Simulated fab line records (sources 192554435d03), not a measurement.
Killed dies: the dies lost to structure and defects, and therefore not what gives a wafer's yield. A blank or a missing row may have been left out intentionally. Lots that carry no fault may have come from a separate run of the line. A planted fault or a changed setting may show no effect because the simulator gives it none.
Matching of chambers ; flow n5 finfet ; 4 sister chambers for N5_ILD0_CMP_03 on cmp-02
The step polishes, stops on SiNx, t overpolish 1.9 s, target thk 197.38 nm. 16 wafers are shown with their chamber, then 8 later ones without.

## WAFERS PAIRED WITH THEIR CHAMBERS
wafer;chamber;motor current A (A);time to endpoint s (s);overpolish run s (s)
L086.4;2;11.7;69;1.911
L086.5;2;12.1;69;1.901
L086.6;1;12.8;74;1.892
L087.2;3;10.2;68;1.893
L087.4;1;12.0;69;1.894
L087.5;3;10.8;69;1.902
L088.2;0;10.1;69;1.893
L088.3;2;12.3;68;1.898
L088.5;2;11.7;69;1.889
L089.3;1;13.2;68;1.896
L089.4;2;11.3;69;1.911
L089.5;3;11.2;69;1.882
L090.2;1;12.6;69;1.909
L090.3;2;11.4;66;1.897
L090.4;3;10.6;67;1.915
L092.2;2;10.7;71;1.893

SIGNATURES (means of the wafers above)
reading;chamber 0;chamber 1;chamber 2;chamber 3;scatter within a chamber
motor current A;10.100;12.650;11.600;10.700;0.497
time to endpoint s;69.00;70.00;68.71;68.25;1.78
overpolish run s;1.89300;1.89775;1.90000;1.89800;0.00995
Rule: for a wafer and a chamber, the distance is found by dividing, reading by reading, the gap between the wafer's reading and the chamber's mean by the reading's scatter, squaring, summing and taking the root. The wafer belongs to the nearest chamber; if the next one is less than 2 further off, it can't be placed. How the scatter is found: for the shown wafers, subtract from each reading the mean of its chamber, square and add these, divide the total by (wafers less chambers), then take the root.

## WAFERS WITH NO CHAMBER GIVEN
wafer;motor current A (A);time to endpoint s (s);overpolish run s (s)
L092.5;11.3;71;1.906
L092.6;10.9;72;1.891
L094.1;11.6;73;1.902
L094.2;10.9;74;1.902
L094.3;12.6;73;1.894
L096.4;10.6;67;1.894
L096.5;12.1;65;1.897
L096.6;10.3;65;1.891

## EACH ONE'S CHAMBER
wafer;from the rows above;in truth
L092.5;can't be placed: 2 or 3 or 1 or 0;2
L092.6;can't be placed: 3 or 0 or 2 or 1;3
L094.1;can't be placed: 2 or 1 or 3 or 0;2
L094.2;can't be placed: 3 or 2 or 0 or 1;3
L094.3;can't be placed: 1 or 2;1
L096.4;can't be placed: 3 or 0 or 2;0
L096.5;can't be placed: 2 or 1 or 3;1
L096.6;can't be placed: 3 or 0 or 2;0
Correctly placed: 0 of 8. From these rows, 8 cannot be placed; in 8 the true chamber is one of the candidates. Wrongly placed: 0.
